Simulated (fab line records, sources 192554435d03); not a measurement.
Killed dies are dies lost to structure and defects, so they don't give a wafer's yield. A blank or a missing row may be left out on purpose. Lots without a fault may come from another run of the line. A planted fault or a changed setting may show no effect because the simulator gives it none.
Chamber matching | flow n5_finfet | N5_BEOL_M15_VIA_ETCH_16 on rie_diel-04: 4 sister chambers
The step etches SiO2 in C4F8/O2/Ar, target depth 1792.2 nm. 14 wafers are shown with their chamber, then 7 later ones without.

WAFERS WITH THEIR CHAMBER
wafer  | chamber | showerhead_plenum_p_Torr (Torr) | rf_vpp_V (V) | drypump_motor_current_A (A)
L076.1 | 2       | 3.66                            | 2202         | 5.63
L076.3 | 3       | 3.42                            | 2211         | 6.21
L076.5 | 1       | 3.34                            | 2190         | 6.03
L079.1 | 2       | 3.66                            | 2202         | 5.65
L079.2 | 3       | 3.42                            | 2210         | 6.23
L079.4 | 1       | 3.34                            | 2191         | 6.03
L081.1 | 3       | 3.42                            | 2211         | 6.24
L081.5 | 2       | 3.66                            | 2201         | 5.59
L081.6 | 0       | 3.29                            | 2202         | 5.57
L085.2 | 3       | 3.41                            | 2210         | 6.21
L085.3 | 0       | 3.28                            | 2202         | 5.51
L085.6 | 2       | 3.65                            | 2201         | 5.64
L093.1 | 2       | 3.64                            | 2200         | 5.57
L093.3 | 3       | 3.40                            | 2210         | 6.22

SIGNATURES (means of the wafers above)
reading                  | chamber 0 | chamber 1 | chamber 2 | chamber 3 | scatter within a chamber
showerhead_plenum_p_Torr | 3.2850    | 3.3400    | 3.6540    | 3.4140    | 0.00831
rf_vpp_V                 | 2202.00   | 2190.50   | 2201.20   | 2210.40   | 0.671
drypump_motor_current_A  | 5.5400    | 6.0300    | 5.6160    | 6.2220    | 0.0268
Rule: a wafer's distance from a chamber is the root of the sum, over the readings, of the square of ((its reading less the chamber's mean) divided by the reading's scatter). The wafer belongs to the nearest chamber; if the next one is less than 2 further off, it can't be placed. The scatter: the root of (the sum of the squares of (reading less its chamber's mean) over the shown wafers, divided by (wafers less chambers)).

WAFERS WITHOUT THEIR CHAMBER
wafer  | showerhead_plenum_p_Torr (Torr) | rf_vpp_V (V) | drypump_motor_current_A (A)
L093.4 | 3.33                            | 2190         | 6.00
L094.2 | 3.28                            | 2201         | 5.57
L094.3 | 3.64                            | 2198         | 5.64
L094.6 | 3.33                            | 2191         | 6.01
L096.1 | 3.33                            | 2191         | 6.03
L096.4 | 3.40                            | 2209         | 6.22
L096.5 | 3.40                            | 2208         | 6.23

WHICH CHAMBER EACH WENT THROUGH
wafer  | from the rows above | in truth
L093.4 | 1                   | 1
L094.2 | 0                   | 0
L094.3 | 2                   | 2
L094.6 | 1                   | 1
L096.1 | 1                   | 1
L096.4 | 3                   | 3
L096.5 | 3                   | 3
Placed correctly: 7 of 7. Can't be placed from these rows: 0. Placed wrongly: 0.
